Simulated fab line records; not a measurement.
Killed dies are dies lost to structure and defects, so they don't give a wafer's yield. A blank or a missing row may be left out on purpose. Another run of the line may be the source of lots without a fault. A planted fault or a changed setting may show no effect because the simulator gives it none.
Matching of chambers    flow n5-finfet    N5_BEOL_M8_ETCH_62 on rie-diel-02 has 4 sister chambers
The step etches SOC in N2/H2, target depth 110 nm, overetch 22 nm, time 165 s. 18 wafers are shown with their chamber, then 9 later ones without.

WAFERS PAIRED WITH THEIR CHAMBERS
wafer   chamber  drypump-motor-current-A (A)  showerhead-plenum-p-Torr (Torr)  throttle-valve-pct (%)
L077.1  0        5.1                          2.49                             17.8
L077.2  1        5.5                          2.47                             17.2
L077.4  2        6.2                          2.46                             17.9
L078.1  1        5.5                          2.47                             17.2
L078.2  0        5.0                          2.49                             17.8
L078.3  2        6.2                          2.46                             17.9
L078.4  3        6.0                          2.52                             18.2
L078.5  1        5.5                          2.47                             17.3
L078.6  0        5.0                          2.49                             17.8
L079.1  2        6.3                          2.46                             17.9
L079.3  0        5.1                          2.49                             17.8
L079.6  1        5.5                          2.47                             17.2
L080.3  2        6.2                          2.46                             17.9
L080.4  1        5.5                          2.47                             17.3
L080.5  2        6.3                          2.46                             17.9
L082.3  1        5.5                          2.47                             17.3
L082.4  3        6.0                          2.51                             18.2
L082.5  0        5.0                          2.49                             17.9

SIGNATURES (means of the wafers above)
reading                   chamber 0  chamber 1  chamber 2  chamber 3  scatter within a chamber
drypump-motor-current-A   5.040      5.500      6.240      6.000      0.0414
showerhead-plenum-p-Torr  2.4900     2.4700     2.4600     2.5150     0.00189
throttle-valve-pct        17.820     17.250     17.900     18.200     0.0405
Rule: a wafer lies at a distance from a chamber equal to the root of the sum of squares, over the readings, of (its reading less the chamber's mean, divided by the reading's scatter). The wafer belongs to the nearest chamber; if the next one is less than 2 further off, it can't be placed. How the scatter is found: for the shown wafers, subtract from each reading the mean of its chamber, square and add these, divide the total by (wafers less chambers), then take the root.

WAFERS WHOSE CHAMBER IS MISSING
wafer   drypump-motor-current-A (A)  showerhead-plenum-p-Torr (Torr)  throttle-valve-pct (%)
L087.1  6.0                          2.51                             17.8
L087.5  5.5                          2.46                             17.3
L087.6  5.1                          2.48                             17.9
L088.1  6.0                          2.51                             17.8
L088.3  5.5                          2.46                             17.3
L088.4  5.1                          2.48                             17.9
L093.3  6.0                          2.50                             17.8
L093.4  5.5                          2.46                             17.3
L093.6  6.2                          2.45                             17.9

EACH ONE'S CHAMBER
wafer   from the rows above  in truth
L087.1  3                    3
L087.5  1                    1
L087.6  0                    0
L088.1  3                    3
L088.3  1                    1
L088.4  0                    0
L093.3  3                    3
L093.4  1                    1
L093.6  2                    2
9 of 9 placed correctly. Left unplaced by these rows: 0. Wrongly placed: 0.
